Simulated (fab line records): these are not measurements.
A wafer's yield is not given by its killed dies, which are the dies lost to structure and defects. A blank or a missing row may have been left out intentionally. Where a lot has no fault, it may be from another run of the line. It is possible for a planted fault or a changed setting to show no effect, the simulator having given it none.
Which tool is to blame? || flow n5Finfet || 30 wafers from 10 lots sampled at 6 of the route's 1938 steps

WHAT EACH GAUGE READ, for each wafer
N5_BEOL_M1_THK_MEAS_01.
{"lot": "L645", "measured": "day 6 14:15", "on": "filmMetro-01", "M1_ILD_THK (nm)": "79.4 80.4 80.3"}
{"lot": "L650", "measured": "day 7 22:07", "on": "filmMetro-02", "M1_ILD_THK (nm)": "78.7 79.7 80.0"}
{"lot": "L652", "measured": "day 8 07:22", "on": "filmMetro-01", "M1_ILD_THK (nm)": "79.5 79.7 78.7"}
{"lot": "L654", "measured": "day 8 21:31", "on": "filmMetro-02", "M1_ILD_THK (nm)": "78.5 77.6 79.4"}
{"lot": "L655", "measured": "day 9 03:26", "on": "filmMetro-01", "M1_ILD_THK (nm)": "79.5 78.3 79.0"}
{"lot": "L656", "measured": "day 9 08:47", "on": "filmMetro-02", "M1_ILD_THK (nm)": "79.3 78.3 81.4"}
{"lot": "L662", "measured": "day 10 17:12", "on": "filmMetro-02", "M1_ILD_THK (nm)": "135.9 80.4 135.3"}
{"lot": "L660", "measured": "day 10 19:24", "on": "filmMetro-01", "M1_ILD_THK (nm)": "135.0 79.5 134.3"}
{"lot": "L663", "measured": "day 11 02:47", "on": "filmMetro-02", "M1_ILD_THK (nm)": "78.6 78.9 79.8"}
{"lot": "L666", "measured": "day 11 20:01", "on": "filmMetro-01", "M1_ILD_THK (nm)": "77.9 79.4 79.5"}

N5_BEOL_M4_RC_MEAS_101.
{"lot": "L645", "measured": "day 8 20:47", "on": "prober-02", "DIBL_N (mV/V)": "33.9 35.8 33.0", "DIBL_P (mV/V)": "35.7 37.6 34.6", "IOFF_N (nA/um)": "0.13 0.15 0.11", "IOFF_P (nA/um)": "0.18 0.19 0.16", "ION_N (uA/um)": "667 680 648", "ION_P (uA/um)": "460 460 445", "SS_N (mV/dec)": "71.1 71.4 71.1", "SS_P (mV/dec)": "73.1 73.6 72.9", "VT_N (mV)": "251 248 255", "VT_P (mV)": "-252 -253 -255"}
{"lot": "L650", "measured": "day 10 01:41", "on": "prober-01", "DIBL_N (mV/V)": "38.6 36.6 37.7", "DIBL_P (mV/V)": "39.9 37.6 38.0", "IOFF_N (nA/um)": "0.24 0.20 0.22", "IOFF_P (nA/um)": "0.29 0.25 0.26", "ION_N (uA/um)": "697 680 693", "ION_P (uA/um)": "474 462 470", "SS_N (mV/dec)": "72.4 71.6 72.3", "SS_P (mV/dec)": "74.3 73.6 73.6", "VT_N (mV)": "242 245 245", "VT_P (mV)": "-245 -248 -248"}
{"lot": "L652", "measured": "day 10 11:44", "on": "prober-01", "DIBL_N (mV/V)": "34.5 34.3 34.4", "DIBL_P (mV/V)": "35.0 34.6 34.0", "IOFF_N (nA/um)": "0.14 0.13 0.13", "IOFF_P (nA/um)": "0.21 0.20 0.18", "ION_N (uA/um)": "673 668 670", "ION_P (uA/um)": "467 465 460", "SS_N (mV/dec)": "70.8 70.4 71.1", "SS_P (mV/dec)": "72.9 72.5 72.6", "VT_N (mV)": "249 252 252", "VT_P (mV)": "-248 -251 -251"}
{"lot": "L654", "measured": "day 11 02:45", "on": "prober-01", "DIBL_N (mV/V)": "40.9 40.6 39.4", "DIBL_P (mV/V)": "40.8 40.0 38.3", "IOFF_N (nA/um)": "0.20 0.20 0.18", "IOFF_P (nA/um)": "0.26 0.25 0.22", "ION_N (uA/um)": "700 687 697", "ION_P (uA/um)": "469 466 470", "SS_N (mV/dec)": "71.1 71.7 71.0", "SS_P (mV/dec)": "75.2 74.1 74.0", "VT_N (mV)": "247 247 249", "VT_P (mV)": "-249 -249 -250"}
{"lot": "L655", "measured": "day 11 05:12", "on": "prober-01", "DIBL_N (mV/V)": "37.9 37.9 35.4", "DIBL_P (mV/V)": "39.9 39.9 36.6", "IOFF_N (nA/um)": "0.20 0.20 0.16", "IOFF_P (nA/um)": "0.28 0.29 0.24", "ION_N (uA/um)": "682 694 678", "ION_P (uA/um)": "468 481 470", "SS_N (mV/dec)": "72.1 72.4 71.5", "SS_P (mV/dec)": "74.6 73.7 73.3", "VT_N (mV)": "244 245 248", "VT_P (mV)": "-246 -246 -248"}
{"lot": "L656", "measured": "day 11 09:48", "on": "prober-01", "DIBL_N (mV/V)": "37.6 35.4 39.6", "DIBL_P (mV/V)": "38.4 36.5 41.7", "IOFF_N (nA/um)": "0.19 0.17 0.26", "IOFF_P (nA/um)": "0.25 0.22 0.33", "ION_N (uA/um)": "678 679 688", "ION_P (uA/um)": "467 470 481", "SS_N (mV/dec)": "71.1 71.9 72.7", "SS_P (mV/dec)": "73.8 73.1 74.7", "VT_N (mV)": "250 249 242", "VT_P (mV)": "-248 -248 -241"}
{"lot": "L662", "measured": "day 12 11:35", "on": "prober-02", "DIBL_N (mV/V)": 39.6, "DIBL_P (mV/V)": 39.8, "IOFF_N (nA/um)": 0.24, "IOFF_P (nA/um)": 0.31, "ION_N (uA/um)": 696, "ION_P (uA/um)": 475, "SS_N (mV/dec)": 73.1, "SS_P (mV/dec)": 74.0, "VT_N (mV)": 248, "VT_P (mV)": -246}
{"lot": "L660", "measured": "day 12 16:11", "on": "prober-02", "DIBL_N (mV/V)": 35.0, "DIBL_P (mV/V)": 35.1, "IOFF_N (nA/um)": 0.13, "IOFF_P (nA/um)": 0.19, "ION_N (uA/um)": 669, "ION_P (uA/um)": 453, "SS_N (mV/dec)": 71.7, "SS_P (mV/dec)": 73.5, "VT_N (mV)": 253, "VT_P (mV)": -253}
{"lot": "L663", "measured": "day 13 21:14", "on": "prober-02", "DIBL_N (mV/V)": "38.0 38.9 38.2", "DIBL_P (mV/V)": "38.2 39.1 38.4", "IOFF_N (nA/um)": "0.18 0.20 0.18", "IOFF_P (nA/um)": "0.23 0.27 0.23", "ION_N (uA/um)": "675 683 682", "ION_P (uA/um)": "462 470 469", "SS_N (mV/dec)": "71.4 72.0 72.5", "SS_P (mV/dec)": "74.1 74.2 74.7", "VT_N (mV)": "250 248 248", "VT_P (mV)": "-248 -247 -247"}
{"lot": "L666", "measured": "day 14 05:08", "on": "prober-01", "DIBL_N (mV/V)": "34.0 35.2 35.9", "DIBL_P (mV/V)": "33.6 34.5 34.8", "IOFF_N (nA/um)": "0.12 0.14 0.15", "IOFF_P (nA/um)": "0.18 0.19 0.19", "ION_N (uA/um)": "669 666 673", "ION_P (uA/um)": "459 456 456", "SS_N (mV/dec)": "71.1 71.7 71.7", "SS_P (mV/dec)": "73.0 73.5 72.7", "VT_N (mV)": "253 252 250", "VT_P (mV)": "-252 -254 -253"}

WHICH TOOL RAN EACH LOT (tool, then ch and the chambers of the sampled wafers, then the start)
{"lot": "L645", "N5_BEOL_M0_PRE_CLEAN_131": "cvdCo-01 ch 0,2, day 6 13:52", "N5_BEOL_M0_CO_CAP_123": "cvdCo-01 ch 0,2, day 6 13:56", "N5_BEOL_M1_ILD_DEP_00": "pecvd-03 ch 0,1,2, day 6 14:11", "N5_BEOL_M1_HM_DEP_02": "pvdSputter-02, day 6 16:11"}
{"lot": "L650", "N5_BEOL_M0_PRE_CLEAN_131": "cvdCo-01 ch 0,2, day 7 21:46", "N5_BEOL_M0_CO_CAP_123": "cvdCo-01 ch 0,2, day 7 21:48", "N5_BEOL_M1_ILD_DEP_00": "pecvd-04 ch 0,2, day 7 22:03", "N5_BEOL_M1_HM_DEP_02": "pvdSputter-02, day 8 00:54"}
{"lot": "L652", "N5_BEOL_M0_PRE_CLEAN_131": "cvdCo-01 ch 1,2, day 8 07:00", "N5_BEOL_M0_CO_CAP_123": "cvdCo-01 ch 1,2, day 8 07:02", "N5_BEOL_M1_ILD_DEP_00": "pecvd-03 ch 0,1, day 8 07:17", "N5_BEOL_M1_HM_DEP_02": "pvdSputter-03, day 8 07:59"}
{"lot": "L654", "N5_BEOL_M0_PRE_CLEAN_131": "cvdCo-01 ch 0,2, day 8 21:10", "N5_BEOL_M0_CO_CAP_123": "cvdCo-01 ch 0,2, day 8 21:13", "N5_BEOL_M1_ILD_DEP_00": "pecvd-04 ch 0,1,2, day 8 21:28", "N5_BEOL_M1_HM_DEP_02": "pvdSputter-03, day 9 00:06"}
{"lot": "L655", "N5_BEOL_M0_PRE_CLEAN_131": "cvdCo-02 ch 0,1,2, day 9 03:05", "N5_BEOL_M0_CO_CAP_123": "cvdCo-02 ch 0,1,2, day 9 03:07", "N5_BEOL_M1_ILD_DEP_00": "pecvd-02 ch 0,1,2, day 9 03:22", "N5_BEOL_M1_HM_DEP_02": "pvdSputter-03, day 9 04:45"}
{"lot": "L656", "N5_BEOL_M0_PRE_CLEAN_131": "cvdCo-01 ch 0,1,2, day 9 08:26", "N5_BEOL_M0_CO_CAP_123": "cvdCo-01 ch 0,1,2, day 9 08:29", "N5_BEOL_M1_ILD_DEP_00": "pecvd-04 ch 0,1, day 9 08:44", "N5_BEOL_M1_HM_DEP_02": "pvdSputter-02, day 9 09:28"}
{"lot": "L662", "N5_BEOL_M0_PRE_CLEAN_131": "cvdCo-01 ch 0,1, day 10 16:47", "N5_BEOL_M0_CO_CAP_123": "cvdCo-01 ch 0,1, day 10 16:51", "N5_BEOL_M1_ILD_DEP_00": "pecvd-04 ch 0,1,2, day 10 17:08", "N5_BEOL_M1_HM_DEP_02": "pvdSputter-03, day 10 17:58"}
{"lot": "L660", "N5_BEOL_M0_PRE_CLEAN_131": "cvdCo-02 ch 0,1,2, day 10 19:01", "N5_BEOL_M0_CO_CAP_123": "cvdCo-02 ch 0,1,2, day 10 19:04", "N5_BEOL_M1_ILD_DEP_00": "pecvd-04 ch 0,1, day 10 19:19", "N5_BEOL_M1_HM_DEP_02": "pvdSputter-03, day 10 21:20"}
{"lot": "L663", "N5_BEOL_M0_PRE_CLEAN_131": "cvdCo-02 ch 0,2, day 11 02:26", "N5_BEOL_M0_CO_CAP_123": "cvdCo-02 ch 0,2, day 11 02:28", "N5_BEOL_M1_ILD_DEP_00": "pecvd-02 ch 1,2, day 11 02:43", "N5_BEOL_M1_HM_DEP_02": "pvdSputter-03, day 11 04:05"}
{"lot": "L666", "N5_BEOL_M0_PRE_CLEAN_131": "cvdCo-01 ch 1,2, day 11 19:39", "N5_BEOL_M0_CO_CAP_123": "cvdCo-01 ch 1,2, day 11 19:41", "N5_BEOL_M1_ILD_DEP_00": "pecvd-02 ch 0,2, day 11 19:56", "N5_BEOL_M1_HM_DEP_02": "pvdSputter-02, day 11 22:06"}
- N5_BEOL_M0_PRE_CLEAN_131: time 15 s.
- N5_BEOL_M0_CO_CAP_123: material Co, precursor CCTBA/H2, target thk 2 nm, time 102.1 s.
- N5_BEOL_M1_ILD_DEP_00: deposits SiOC from DEMS/O2, target thk 79 nm, time 15.3 s.
- N5_BEOL_M1_HM_DEP_02: deposits TiN, target thk 20 nm.

WHAT THE TOOLS THEMSELVES READ (means of the sampled wafers that have a number; where no wafer has one, the mark that the record gives instead)
N5_BEOL_M0_PRE_CLEAN_131.
{"lot": "L645", "tool": "cvdCo-01", "heaterPowerW (W)": 78}
{"lot": "L650", "tool": "cvdCo-01", "heaterPowerW (W)": 78}
{"lot": "L652", "tool": "cvdCo-01", "heaterPowerW (W)": 67}
{"lot": "L654", "tool": "cvdCo-01", "heaterPowerW (W)": 77}
{"lot": "L655", "tool": "cvdCo-02", "heaterPowerW (W)": 80}
{"lot": "L656", "tool": "cvdCo-01", "heaterPowerW (W)": 75}
{"lot": "L662", "tool": "cvdCo-01", "heaterPowerW (W)": 71}
{"lot": "L660", "tool": "cvdCo-02", "heaterPowerW (W)": 79}
{"lot": "L663", "tool": "cvdCo-02", "heaterPowerW (W)": 77}
{"lot": "L666", "tool": "cvdCo-01", "heaterPowerW (W)": 72}

N5_BEOL_M0_CO_CAP_123.
{"lot": "L645", "tool": "cvdCo-01", "heaterPowerW (W)": 225}
{"lot": "L650", "tool": "cvdCo-01", "heaterPowerW (W)": 226}
{"lot": "L652", "tool": "cvdCo-01", "heaterPowerW (W)": 213}
{"lot": "L654", "tool": "cvdCo-01", "heaterPowerW (W)": 228}
{"lot": "L655", "tool": "cvdCo-02", "heaterPowerW (W)": 231}
{"lot": "L656", "tool": "cvdCo-01", "heaterPowerW (W)": 221}
{"lot": "L662", "tool": "cvdCo-01", "heaterPowerW (W)": 218}
{"lot": "L660", "tool": "cvdCo-02", "heaterPowerW (W)": 234}
{"lot": "L663", "tool": "cvdCo-02", "heaterPowerW (W)": 224}
{"lot": "L666", "tool": "cvdCo-01", "heaterPowerW (W)": 221}

N5_BEOL_M1_ILD_DEP_00.
{"lot": "L645", "tool": "pecvd-03", "heaterPowerW (W)": 496, "showerheadPlenumPTorr (Torr)": 5.692, "throttleValvePct (%)": 12.0}
{"lot": "L650", "tool": "pecvd-04", "heaterPowerW (W)": 492, "showerheadPlenumPTorr (Torr)": 5.699, "throttleValvePct (%)": 11.1}
{"lot": "L652", "tool": "pecvd-03", "heaterPowerW (W)": 472, "showerheadPlenumPTorr (Torr)": 5.679, "throttleValvePct (%)": 11.5}
{"lot": "L654", "tool": "pecvd-04", "heaterPowerW (W)": 504, "showerheadPlenumPTorr (Torr)": 5.704, "throttleValvePct (%)": 11.4}
{"lot": "L655", "tool": "pecvd-02", "heaterPowerW (W)": 395, "showerheadPlenumPTorr (Torr)": 5.690, "throttleValvePct (%)": 11.8}
{"lot": "L656", "tool": "pecvd-04", "heaterPowerW (W)": 503, "showerheadPlenumPTorr (Torr)": 5.706, "throttleValvePct (%)": 11.7}
{"lot": "L662", "tool": "pecvd-04", "heaterPowerW (W)": 515, "showerheadPlenumPTorr (Torr)": 5.706, "throttleValvePct (%)": 11.6}
{"lot": "L660", "tool": "pecvd-04", "heaterPowerW (W)": 512, "showerheadPlenumPTorr (Torr)": 5.710, "throttleValvePct (%)": 12.0}
{"lot": "L663", "tool": "pecvd-02", "heaterPowerW (W)": 455, "showerheadPlenumPTorr (Torr)": 5.700, "throttleValvePct (%)": 11.1}
{"lot": "L666", "tool": "pecvd-02", "heaterPowerW (W)": 471, "showerheadPlenumPTorr (Torr)": 5.704, "throttleValvePct (%)": 11.4}

N5_BEOL_M1_HM_DEP_02.
{"lot": "L645", "tool": "pvdSputter-02", "throttleValvePct (%)": 30.9}
{"lot": "L650", "tool": "pvdSputter-02", "throttleValvePct (%)": 30.9}
{"lot": "L652", "tool": "pvdSputter-03", "throttleValvePct (%)": 29.2}
{"lot": "L654", "tool": "pvdSputter-03", "throttleValvePct (%)": 29.9}
{"lot": "L655", "tool": "pvdSputter-03", "throttleValvePct (%)": 29.1}
{"lot": "L656", "tool": "pvdSputter-02", "throttleValvePct (%)": 30.9}
{"lot": "L662", "tool": "pvdSputter-03", "throttleValvePct (%)": 29.3}
{"lot": "L660", "tool": "pvdSputter-03", "throttleValvePct (%)": 29.5}
{"lot": "L663", "tool": "pvdSputter-03", "throttleValvePct (%)": 29.4}
{"lot": "L666", "tool": "pvdSputter-02", "throttleValvePct (%)": 29.7}

THE ANSWER, worked out from the rows above alone
Rule: what is usual is taken from the lots themselves. Put in order of their means at a reading, lots are off if they are a third of the lots or fewer, leave a main group of 4 or more, and stand apart from it by a gap of 3 or more times the standard deviation of the main group's means; of several such gaps the widest counts. A main group whose means are all the same, to the digits that the tables above print for the reading, isn't used. Also off: a lot with no number at a reading for which 4 or more lots have one. All remaining lots with rows at the step are treated as sound. First the gauges in route order, then the tools' own readings, where a lot's mean is used as printed above. At the first step where some lot is off, the reading lying furthest off is the one used; lots without a number count as furthest.
Off: L662, L660, at N5_BEOL_M1_THK_MEAS_01 (M1_ILD_THK). The main group: mean 79.2 nm, standard deviation 0.45.
If a tool, at a process step before that reading, ran all the lots that are off and no sound lot after the first of them, it fits. The gauges at N5_BEOL_M1_THK_MEAS_01 are tried like those tools. One fits: pecvd-04 at N5_BEOL_M1_ILD_DEP_00. A fault onset in the window from L656 (day 9 08:44, its last sound lot) to L662 (day 10 17:08, its first lot off) fits.

WHAT THE SIMULATOR PUT IN
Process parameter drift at N5_BEOL_M1_ILD_DEP_00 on pecvd-04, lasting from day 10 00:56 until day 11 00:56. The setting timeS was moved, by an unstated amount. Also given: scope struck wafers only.
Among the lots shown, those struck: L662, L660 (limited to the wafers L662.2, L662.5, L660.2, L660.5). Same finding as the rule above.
